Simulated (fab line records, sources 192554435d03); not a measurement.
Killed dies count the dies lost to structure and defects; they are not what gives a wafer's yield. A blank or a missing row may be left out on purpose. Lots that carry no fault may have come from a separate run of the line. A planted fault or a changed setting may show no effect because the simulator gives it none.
fab line records	flow n5-finfet
record: lots: 7	wafers: 39
route steps=1938 shown PMOS_HMC_CHANNEL_EPI@57 SD_EPI_N@275 MOL_CONTACT_COAG@586 BEOL_M2@901 BEOL_M4@1021 BEOL_M6@1236 BEOL_M10@1524 BEOL_M11@1554 MIM_BOT@1833
start-h: start of the lot's first displayed wafer, in hours after the record's first day	wait-h: hours from the lot's prior step to this one	" repeats the value in the row above	L1.1+2: a single row standing in for several wafers	- value missing, or start not given	* or withheld: withheld	< > ~ a bound
route shown NAME@n: names a module that has steps shown in the file, with the first one's number in the route	usual: the fault-free wafers' mean and standard deviation	same: alike in all rows	chamber/n: place in a boat	sites: each site's reading	_std_site: the values' standard deviation	_edge_site: outer sites' mean less inner sites'	radius-mm: how far each site lies from the wafer's centre	mask NAME#n: copy n	behind: the last tool/chamber to shape the wafer	hold: why the lot was held/for how many hours/how that ended	device: whichever transistor did not switch (one of n, p or np)	end of line: the same wafers' tests at the end of the route	where a step has no rows: the recipe by itself	killed: at the first sort, the dies lost to defects and structure; wafer yield is something else	map: a wafer's dies, x killed, . not, _ none there
set.NAME: the run value of the setting; set.NAME@STEP: its run value at that earlier step	model.NAME: the simulator's own value behind a step, which no gauge read
lots whose settings were changed on purpose; a table a step, a row a wafer
== steps ==
step: N5_PMOS_HMC_CHANNEL_EPI_HM_DEP_34
recipe: material: SiO2	target-thk-a: 360	temp-c: 400	precursor: TEOS/O2	pressure-torr: 6.5	rf-w: 900	teos-flow-sccm: 161.4	gas: O2	flow-sccm: 2650	time-s: 6.9
lot.wafer	tool	chamber	start-h	wait-h	set.time-s	model.SiO2_of_PMOS_HMC_CHANNEL_EPI_HM_DEP_34.thk-nm
L074.1	pecvd-01	0	16.86	0.0	6.9	35.41
L074.2	"	1	"	"	6.9	35.34
L074.3	"	2	"	"	6.9	35.42
L074.4	"	0	"	"	6.9	35.74
L074.5	"	2	"	"	6.9	35.99
L074.6	"	1	"	"	6.9	35.73
L079.1	pecvd-03	0	47.06	0.0	6.9	35.67
L079.2	"	1	"	"	6.9	36.09
L079.3	"	0	"	"	6.9	36.72
L079.4	"	1	"	"	6.9	36.41
L079.5	"	0	"	"	6.9	36.13
L079.6	"	1	"	"	6.9	36.26
L080.1	pecvd-03	1	53.40	0.0	6.9	35.71
L080.2	"	0	"	"	5.602	29.04
L080.3	"	2	"	"	6.9	35.49
L080.4	"	1	"	"	5.602	30.02
L080.5	"	2	"	"	6.9	35.45
L080.6	"	0	"	"	5.602	29.21
L081.1	pecvd-04	0	59.16	0.0	6.9	35.36
L081.2	"	2	"	"	6.9	35.45
L081.3	"	1	"	"	6.9	35.34
L086.1	pecvd-04	0	88.82	0.0	9.492	48.31
L086.2	"	2	"	"	9.492	48.56
L086.3	"	1	"	"	6.9	35.07
L086.4	"	2	"	"	9.492	49.13
L086.5	"	1	"	"	6.9	35.61
L086.6	"	0	"	"	6.9	36.46
L088.1	pecvd-01	0	100.71	0.0	9.733	49.48
L088.2	"	1	"	"	6.9	35.36
L088.3	"	2	"	"	6.9	35
L088.4	"	0	"	"	9.733	49.83
L088.5	"	2	"	"	6.9	35.52
L088.6	"	1	"	"	9.733	50.12
L097.1	pecvd-04	1	155.12	0.0	5.456	27.99
L097.2	"	0	"	"	6.9	36.23
L097.3	"	2	"	"	5.456	28.66
L097.4	"	2	"	"	5.456	29.26
L097.5	"	1	"	"	6.9	36.04
L097.6	"	0	"	"	6.9	36.8
step: N5_SD_EPI_N_ETCH_35
recipe: chemistry: N2/H2	target: SOC	overetch-a: 1080	mask-material: SiARC	temp-c: 40	ion-energy-ev: 100	source-w: 3000	bias-w: 133	pressure-mtorr: 20	time-s: 486	n2-flow-sccm: 200	h2-flow-sccm: 200
lot.wafer	tool	chamber	start-h	wait-h	set.time-s	model.SiARC_of_SD_EPI_N_COAT_33.thk-nm
L074.1	rie-diel-01	1	48.50	0.0	486	19.8
L074.2+5	"	2	"	"	486	20.2
L074.3+6	"	3	"	"	486	20
L074.4	"	0	"	"	486	20.6
L079.1	rie-diel-03	1	79.70	0.0	486	19.8
L079.2+6	"	3	"	"	345.3	24
L079.3	"	0	"	"	486	20.8
L079.4	"	2	"	"	486	19.6
L079.5	"	0	"	"	345.3	24.8
L080.1	rie-diel-01	1	84.92	0.0	486	20
L080.2	"	2	"	"	640.3	15.8
L080.3+5	"	0	"	"	640.3	16.2
L080.4	"	1	"	"	486	20.4
L080.6	"	2	"	"	486	20.2
L081.1+3	rie-diel-01	2,1	92.39	0.0	486	20
L081.2	"	0	"	"	486	20.6
L086.1	rie-diel-03	0	121.97	0.0	486	20.6
L086.2	"	3	"	"	564.8	17
L086.3	"	1	"	"	564.8	16.8
L086.4	"	1	"	"	486	19.4
L086.5	"	3	"	"	486	19.2
L086.6	"	0	"	"	564.8	18.6
L088.1	rie-diel-03	2	133.10	0.0	486	19.4
L088.2+3+6	"	3,1,3	"	"	486	19.8
L088.4	"	1	"	"	486	20
L088.5	"	2	"	"	486	19.2
L097.1+6	rie-diel-03	0	186.56	0.0	486	19.8
L097.2	"	1	"	"	573.5	17.2
L097.3	"	3	"	"	486	19.4
L097.4	"	2	"	"	573.5	16.4
L097.5	"	1	"	"	573.5	17
step: N5_MOL_CONTACT_COAG_VIA_ETCH_46
recipe: chemistry: C4F6/O2	target-depth-a: 460	overetch-a: 92	mask-material: SOC	target: SiO2	bias-w: 455	pressure-mtorr: 10	time-s: 40	source-w: 325	Ar_flow_sccm: 300	C4F6_flow_sccm: 10	O2_flow_sccm: 10	ion-energy-ev: 575.3	ends: end-point
lot.wafer	tool	chamber	start-h	wait-h	set.target-depth-a	model.SOC_of_MOL_CONTACT_COAG_COAT_75.thk-nm
L074.1+5	rie-diel-04	3,2	100.31	0.0	460	50.8
L074.2	"	1	"	"	669.8	48
L074.3+4	"	2,0	"	"	669.8	48.6
L074.6	"	1	"	"	460	50.6
L079.1	rie-diel-04	0	134.34	0.0	460	51.4
L079.2	"	1	"	"	460	51
L079.3+5	"	2	"	"	562.2	50
L079.4	"	3	"	"	562.2	49.8
L079.6	"	1	"	"	460	51.2
L080.1+2	rie-diel-01	2,1	137.74	0.0	460	51.4
L080.3+4+6	"	3,3,1	"	"	460	51
L080.5	"	2	"	"	460	51.2
L081.1+3	rie-diel-04	0,1	152.33	0.0	460	50.8
L081.2	"	3	"	"	460	50.6
L086.1	rie-diel-04	2	172.81	0.0	460	51
L086.2+5	"	1,3	"	"	557.4	49.8
L086.3	"	3	"	"	460	50.8
L086.4	"	0	"	"	460	51.2
L086.6	"	0	"	"	557.4	50
L088.1	rie-diel-04	3	186.72	0.0	626.1	48.6
L088.2	"	0	"	"	626.1	49.2
L088.3	"	1	"	"	460	50.6
L088.4	"	0	"	"	460	51
L088.5	"	1	"	"	626.1	49
L088.6	"	3	"	"	460	50.8
L097.1+4	rie-diel-01	0	235.79	0.0	460	51.2
L097.2	"	3	"	"	460	50.4
L097.3	"	1	"	"	563.5	49.4
L097.5+6	"	3,1	"	"	563.5	49.2
step: N5_BEOL_M2_ALD_84
recipe: material: TaN	target-thk-a: *	temp-c: 275	ald-precursor-family: PDMAT	ald-co-reactant: NH3	pressure-torr: 3	carrier-flow-sccm: 1500	pulse-time-s: 2	purge-time-s: 3	co-reactant-purge-time-s: 2	co-reactant-pulse-time-s: 3	ald-cycles: 30	precursor-vessel-temp-c: 75	precursor-vessel-pressure-torr: 26.25	precursor-vessel-carrier-sccm: 1000
lot.wafer	tool	chamber	start-h	wait-h	set.ald-cycles	model.TaN_of_BEOL_M2_ALD_84.thk-nm
L074.1+2+5	ald-metal-02	0,2,1	156.80	0.1	43	*
L074.3+4	"	3,1	"	"	30	*
L074.6	"	0	"	"	30	*
L079.1+3+4+5	ald-metal-03	0,1,3,0	169.94	0.0	30	*
L079.2+6	"	2,1	"	"	30	*
L080.1+2+4+5+6	ald-metal-03	3,2,1,1,0	188.74	0.0	30	*
L080.3	"	0	"	"	30	*
L081.1+2	ald-metal-02	2,0	194.72	0.0	30	*
L081.3	"	3	"	"	30	*
L086.1+2+4+6	ald-metal-04	0,3,2,2	225.32	0.1	30	*
L086.3+5	"	1,3	"	"	30	*
L088.1+2+4	ald-metal-04	2,0,1	236.44	0.0	13	*
L088.3+5	"	3	"	"	30	*
L088.6	"	2	"	"	30	*
L097.1	ald-metal-03	2	294.55	0.0	30	*
L097.2+3+5	"	1,3,3	"	"	13	*
L097.4+6	"	0	"	"	30	*
step: N5_BEOL_M4_ILD_DEP_00
recipe: material: SiOC	target-thk-a: 790	temp-c: 350	precursor: DEMS/O2	pressure-torr: 5	rf-w: 500	time-s: 15.3
lot.wafer	tool	chamber	start-h	wait-h	set.target-thk-a	model.SiOC_of_BEOL_M4_ILD_DEP_00.thk-nm
L074.1	pecvd-03	2	168.61	0.0	790	76.4
L074.2	"	1	"	"	790	77
L074.3	"	0	"	"	790	77.4
L074.4	"	0	"	"	790	78.4
L074.5	"	2	"	"	790	77.2
L074.6	"	1	"	"	790	78.2
L079.1	pecvd-04	2	189.34	0.0	790	78.6
L079.2	"	0	"	"	953.3	93.4
L079.3	"	1	"	"	790	77.4
L079.4	"	0	"	"	953.3	96.2
L079.5	"	1	"	"	953.3	94.4
L079.6	"	2	"	"	790	79.4
L081.1	pecvd-02	1	217.00	0.0	790	79.8
L081.2	"	0	"	"	790	80
L081.3	"	1	"	"	790	80.2
L080.1	pecvd-04	2	225.54	0.0	651.5	63.6
L080.2	"	0	"	"	651.5	64
L080.3	"	1	"	"	790	77
L080.4+6	"	2,0	"	"	790	78.8
L080.5	"	1	"	"	651.5	64.6
L086.1	pecvd-02	2	242.76	0.0	790	78.2
L086.2	"	1	"	"	790	78
L086.3	"	0	"	"	790	79
L086.4+6	"	1,0	"	"	790	79.8
L086.5	"	2	"	"	790	80.2
L088.1	pecvd-03	1	259.78	0.0	790	78
L088.2	"	0	"	"	556.3	54
L088.3	"	2	"	"	790	77.2
L088.4	"	2	"	"	790	78.6
L088.5	"	0	"	"	556.3	55.8
L088.6	"	1	"	"	556.3	54.2
L097.1	pecvd-03	1	318.56	0.0	790	76.8
L097.2	"	2	"	"	790	75.8
L097.3	"	0	"	"	790	76.6
L097.4	"	2	"	"	790	77.8
L097.5	"	1	"	"	790	78.6
L097.6	"	0	"	"	790	77.6
step: N5_BEOL_M4_THK_MEAS_01
recipe: reads: SiOC_of_BEOL_M4_ILD_DEP_00
usual: M4_ILD_THK: 78.4/1.2
lot.wafer	tool	chamber	start-h	wait-h	set.target-thk-a@BEOL_M4_ILD_DEP_00	M4_ILD_THK[nm]
L074.1	film-metro-02	-	168.67	0.0	790	76.3
L074.2	"	-	"	"	790	76.9
L074.3	"	-	"	"	790	77.4
L074.4	"	-	"	"	790	78.3
L074.5	"	-	"	"	790	77.0
L074.6	"	-	"	"	790	78.3
L079.1	film-metro-01	-	189.40	0.0	790	78.7
L079.2	"	-	"	"	953.3	93.3
L079.3	"	-	"	"	790	77.5
L079.4	"	-	"	"	953.3	96.2
L079.5	"	-	"	"	953.3	94.5
L079.6	"	-	"	"	790	79.5
L081.1	film-metro-02	-	217.08	0.1	790	79.8
L081.2	"	-	"	"	790	80.1
L081.3	"	-	"	"	790	80.1
L080.1	film-metro-01	-	225.60	0.0	651.5	63.5
L080.2	"	-	"	"	651.5	64.0
L080.3	"	-	"	"	790	77.0
L080.4	"	-	"	"	790	78.8
L080.5	"	-	"	"	651.5	64.6
L080.6	"	-	"	"	790	78.9
L086.1	film-metro-01	-	242.83	0.0	790	78.3
L086.2	"	-	"	"	790	78.1
L086.3	"	-	"	"	790	79.1
L086.4	"	-	"	"	790	79.7
L086.5	"	-	"	"	790	80.2
L086.6	"	-	"	"	790	79.7
L088.1	film-metro-01	-	259.84	0.0	790	77.9
L088.2	"	-	"	"	556.3	54.0
L088.3	"	-	"	"	790	77.3
L088.4	"	-	"	"	790	78.5
L088.5	"	-	"	"	556.3	55.8
L088.6	"	-	"	"	556.3	54.3
L097.1	film-metro-02	-	318.63	0.0	790	76.9
L097.2	"	-	"	"	790	75.8
L097.3	"	-	"	"	790	76.5
L097.4	"	-	"	"	790	77.7
L097.5	"	-	"	"	790	78.6
L097.6	"	-	"	"	790	77.7
step: N5_BEOL_M6_VIA_ETCH_34
recipe: chemistry: C4F6/O2	target: SiCOH_lowk	target-depth-a: 1263	mask-material: SOC	taper-deg: 4	time-s: 50.9	ion-energy-ev: 250	pressure-mtorr: 30	source-w: 345	bias-w: 185	Ar_flow_sccm: 300	C4F6_flow_sccm: 10	O2_flow_sccm: 10
lot.wafer	tool	chamber	start-h	wait-h	set.target-depth-a	model.etch.depth-nm	model.SOC_of_BEOL_M6_COAT_63.thk-nm
L074.1	rie-diel-04	1	194.10	0.0	1263	126.1	53.6
L074.2	"	0	"	"	1824	178.1	51.4
L074.3	"	3	"	"	1263	125.4	53.8
L074.4	"	1	"	"	1263	125.8	53.8
L074.5	"	0	"	"	1824	178.5	51.2
L074.6	"	3	"	"	1824	182.1	51
L079.1	rie-diel-01	0	220.04	0.0	1263	121.5	53.8
L079.2	"	1	"	"	1263	125.9	53.6
L079.3	"	3	"	"	1263	127.1	53.6
L079.4	"	1	"	"	1263	125.3	53.6
L079.5	"	0	"	"	1263	121.5	54
L079.6	"	3	"	"	1263	128.3	53.4
L081.1	rie-diel-01	1	254.84	0.0	1263	124.2	53.8
L081.2	"	3	"	"	1263	127.8	53.4
L081.3	"	0	"	"	1263	120.1	54.2
L080.1	rie-diel-04	1	258.26	0.0	1774	178.7	51.6
L080.2	"	0	"	"	1263	123.2	54
L080.3	"	2	"	"	1263	129.8	53.8
L080.4	"	3	"	"	1774	177.5	51.4
L080.5	"	2	"	"	1774	182.4	51.2
L080.6	"	3	"	"	1263	125.1	54
L086.1	rie-diel-01	3	277.82	0.0	1263	127.4	53.6
L086.2	"	2	"	"	830.4	80.79	56
L086.3	"	0	"	"	830.4	78.35	56.2
L086.4	"	2	"	"	1263	122.6	54.2
L086.5	"	3	"	"	1263	126.9	53.8
L086.6	"	0	"	"	830.4	78.89	56
L088.1	rie-diel-01	1	306.61	0.0	550.1	55.33	57.2
L088.2	"	3	"	"	1263	125.3	53.6
L088.3	"	2	"	"	550.1	53.61	57.4
L088.4	"	2	"	"	1263	122.3	54
L088.5	"	1	"	"	550.1	55.61	57.2
L088.6	"	3	"	"	1263	125.4	53.8
L097.1	rie-diel-03	2	349.45	0.0	1263	129.2	53.4
L097.2	"	0	"	"	1897	191	50.8
L097.3	"	1	"	"	1263	129.4	53.6
L097.4	"	3	"	"	1897	189.7	50.6
L097.5	"	1	"	"	1263	128.9	53.8
L097.6	"	0	"	"	1897	190.1	51
step: N5_BEOL_M10_ALD_74
recipe: material: TaN	target-thk-a: 20	temp-c: 275	ald-precursor-family: PDMAT	ald-co-reactant: NH3	pressure-torr: 3	carrier-flow-sccm: 1500	pulse-time-s: 2	purge-time-s: 3	co-reactant-purge-time-s: 2	co-reactant-pulse-time-s: 3	ald-cycles: 40	precursor-vessel-temp-c: 75	precursor-vessel-pressure-torr: 26.25	precursor-vessel-carrier-sccm: 1000
lot.wafer	tool	chamber	start-h	wait-h	set.ald-cycles	model.TaN_of_BEOL_M10_ALD_74.thk-nm
L074.1+3+5	ald-metal-04	1,2,3	225.06	0.0	40	2
L074.2	"	3	"	"	58	3
L074.4+6	"	0	"	"	58	2.8
L079.1+4+6	ald-metal-03	3,0,3	257.23	0.3	40	2
L079.2+3+5	"	1,2,0	"	"	28	1.4
L081.1+2+3	ald-metal-03	2,1,3	284.73	0.3	40	2
L080.1+2+4	ald-metal-04	3,1,0	294.21	0.0	40	2
L080.3+5+6	"	2,1,2	"	"	21	1
L086.1+2+3	ald-metal-03	0,1,2	314.53	0.1	24	1.2
L086.4+5+6	"	3,2,1	"	"	40	2
L088.1+2+3+4+5+6	ald-metal-02	3,1,0,2,2,3	334.97	0.0	40	2
L097.1+5+6	ald-metal-02	2,0,1	390.30	0.1	52	2.6
L097.2+3+4	"	0,3,1	"	"	40	2
step: N5_BEOL_M11_ETCH_62
recipe: chemistry: N2/H2	target: SOC	target-depth-a: 1100	overetch-a: 220	mask-material: SiARC	temp-c: 40	time-s: 165	ion-energy-ev: 200	pressure-mtorr: 30	source-w: 840	bias-w: 150	n2-flow-sccm: 200	h2-flow-sccm: 200
lot.wafer	tool	chamber	start-h	wait-h	set.time-s	model.etch.depth-nm	model.SiARC_of_BEOL_M11_COAT_60.thk-nm
L074.1	rie-diel-06	1	228.61	0.0	165	100	23.6
L074.2	"	2	"	"	165	100.2	23.4
L074.3	"	3	"	"	165	99.97	23
L074.4	"	0	"	"	165	100.1	23.2
L074.5	"	3	"	"	165	100.2	23
L074.6	"	2	"	"	165	99.89	23.4
L079.1	rie-diel-02	1	263.49	0.0	165	100.4	23.8
L079.2	"	2	"	"	126.1	100.1	25
L079.3	"	0	"	"	126.1	100	25
L079.4	"	3	"	"	165	100.3	23.8
L079.5	"	0	"	"	165	100.1	23.2
L079.6	"	3	"	"	126.1	99.89	25.2
L081.1	rie-diel-05	2	290.06	0.0	165	100.3	23.6
L081.2	"	0	"	"	165	100.4	23.6
L081.3	"	3	"	"	165	100.7	23.6
L080.1	rie-diel-06	2	298.65	0.0	194.9	99.8	22.2
L080.2	"	0	"	"	165	99.93	23.6
L080.3	"	1	"	"	165	100.2	23.8
L080.4	"	3	"	"	165	99.52	23.2
L080.5	"	2	"	"	194.9	99.84	22.2
L080.6	"	1	"	"	194.9	99.79	22.6
L086.1	rie-diel-05	0	319.29	0.0	165	99.73	23.6
L086.2	"	1	"	"	165	99.54	24
L086.3	"	3	"	"	84.01	66.75	26.8
L086.4	"	2	"	"	165	100	23.6
L086.5	"	2	"	"	84.01	66.65	26.8
L086.6	"	3	"	"	84.01	67.6	26.8
L088.1	rie-diel-06	2	339.62	0.0	108	90.79	25.4
L088.2	"	3	"	"	108	88.35	25.4
L088.3	"	1	"	"	108	82.91	25.8
L088.4	"	0	"	"	165	100.3	23.4
L088.5	"	0	"	"	165	99.92	23.4
L088.6	"	3	"	"	165	100.1	23.2
L097.1	rie-diel-02	1	396.19	0.0	134.4	100.2	24.8
L097.2	"	2	"	"	134.4	100.3	24.2
L097.3	"	0	"	"	165	100.1	23.2
L097.4	"	3	"	"	165	100.4	23.4
L097.5	"	0	"	"	134.4	100.2	24.4
L097.6	"	1	"	"	165	100.2	23.6
step: N5_MIM_BOT_SPUTTER_00
recipe: material: TiN	target-thk-a: 350	temp-c: 200	power-w: 3000	chamber-pressure-pa: 0.49996	gas: Ar	reactive-partial-pa: 0.37997	time-s: 89.7
lot.wafer	tool	chamber	start-h	wait-h	set.target-thk-a	model.TiN_of_MIM_BOT_SPUTTER_00.thk-nm
L074.1+4+6	pvd-sputter-03	-	259.21	0.0	443.6	44.4
L074.2	"	-	"	"	350	34.6
L074.3	"	-	"	"	350	35.2
L074.5	"	-	"	"	350	35
L079.1	pvd-sputter-01	-	291.85	0.0	195.5	19.4
L079.2	"	-	"	"	350	34.6
L079.3+4	"	-	"	"	195.5	19.8
L079.5+6	"	-	"	"	350	35
L081.1+2+3	pvd-sputter-02	-	325.87	0.0	350	34.2
L080.1+2	pvd-sputter-02	-	335.65	0.0	184.4	17.6
L080.3	"	-	"	"	184.4	18.2
L080.4+6	"	-	"	"	350	34.2
L080.5	"	-	"	"	350	34.4
L086.1+6	pvd-sputter-03	-	349.63	0.0	221.4	22.4
L086.2	"	-	"	"	350	35.2
L086.3	"	-	"	"	221.4	22.6
L086.4+5	"	-	"	"	350	35.4
L088.1	pvd-sputter-03	-	377.36	0.0	350	35.6
L088.2	"	-	"	"	350	35
L088.3+5	"	-	"	"	350	35.2
L088.4+6	"	-	"	"	350	35.4
L097.1+2+5	pvd-sputter-01	-	434.82	0.0	350	34.2
L097.3	"	-	"	"	350	34.6
L097.4	"	-	"	"	350	34.4
L097.6	"	-	"	"	350	34
== key ==
split: step: N5_PMOS_HMC_CHANNEL_EPI_HM_DEP_34	setting: time-s	stated: 6.9	by: wafer
response: step: N5_PMOS_HMC_CHANNEL_EPI_HM_DEP_34	reading: model.SiO2_of_PMOS_HMC_CHANNEL_EPI_HM_DEP_34.thk-nm	change: +0.35	per: 1%	r: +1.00
split: step: N5_SD_EPI_N_ETCH_35	setting: time-s	stated: 486	by: wafer
response: step: N5_SD_EPI_N_ETCH_35	reading: model.SiARC_of_SD_EPI_N_COAT_33.thk-nm	change: -0.14	per: 1%	r: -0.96
split: step: N5_MOL_CONTACT_COAG_VIA_ETCH_46	setting: target-depth-a	stated: 460	by: wafer
response: step: N5_MOL_CONTACT_COAG_VIA_ETCH_46	reading: model.SOC_of_MOL_CONTACT_COAG_COAT_75.thk-nm	change: -0.0545	per: 1%	r: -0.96
split: step: N5_BEOL_M2_ALD_84	setting: ald-cycles	stated: 30	by: wafer
response: step: N5_BEOL_M2_ALD_84	reading: model.TaN_of_BEOL_M2_ALD_84.thk-nm	change: *	per: 1%	r: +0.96
split: step: N5_BEOL_M4_ILD_DEP_00	setting: target-thk-a	stated: 790	by: wafer
response: step: N5_BEOL_M4_ILD_DEP_00	reading: model.SiOC_of_BEOL_M4_ILD_DEP_00.thk-nm	change: +0.79	per: 1%	r: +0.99
response: step: N5_BEOL_M4_THK_MEAS_01	reading: M4_ILD_THK	change: +0.788	per: 1%	r: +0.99
split: step: N5_BEOL_M6_VIA_ETCH_34	setting: target-depth-a	stated: 1263	by: wafer
response: step: N5_BEOL_M6_VIA_ETCH_34	reading: model.etch.depth-nm	change: +1.25	per: 1%	r: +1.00
response: step: N5_BEOL_M6_VIA_ETCH_34	reading: model.SOC_of_BEOL_M6_COAT_63.thk-nm	change: -0.0597	per: 1%	r: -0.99
split: step: N5_BEOL_M10_ALD_74	setting: ald-cycles	stated: 40	by: wafer
response: step: N5_BEOL_M10_ALD_74	reading: model.TaN_of_BEOL_M10_ALD_74.thk-nm	change: +0.0201	per: 1%	r: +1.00
split: step: N5_BEOL_M11_ETCH_62	setting: time-s	stated: 165	by: wafer
response: step: N5_BEOL_M11_ETCH_62	reading: model.etch.depth-nm	shape: bent	at-lowest: 67	at-stated: 100.1	at-highest: 99.81
response: step: N5_BEOL_M11_ETCH_62	reading: model.SiARC_of_BEOL_M11_COAT_60.thk-nm	change: -0.0626	per: 1%	r: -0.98
split: step: N5_MIM_BOT_SPUTTER_00	setting: target-thk-a	stated: 350	by: wafer
response: step: N5_MIM_BOT_SPUTTER_00	reading: model.TiN_of_MIM_BOT_SPUTTER_00.thk-nm	change: +0.348	per: 1%	r: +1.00
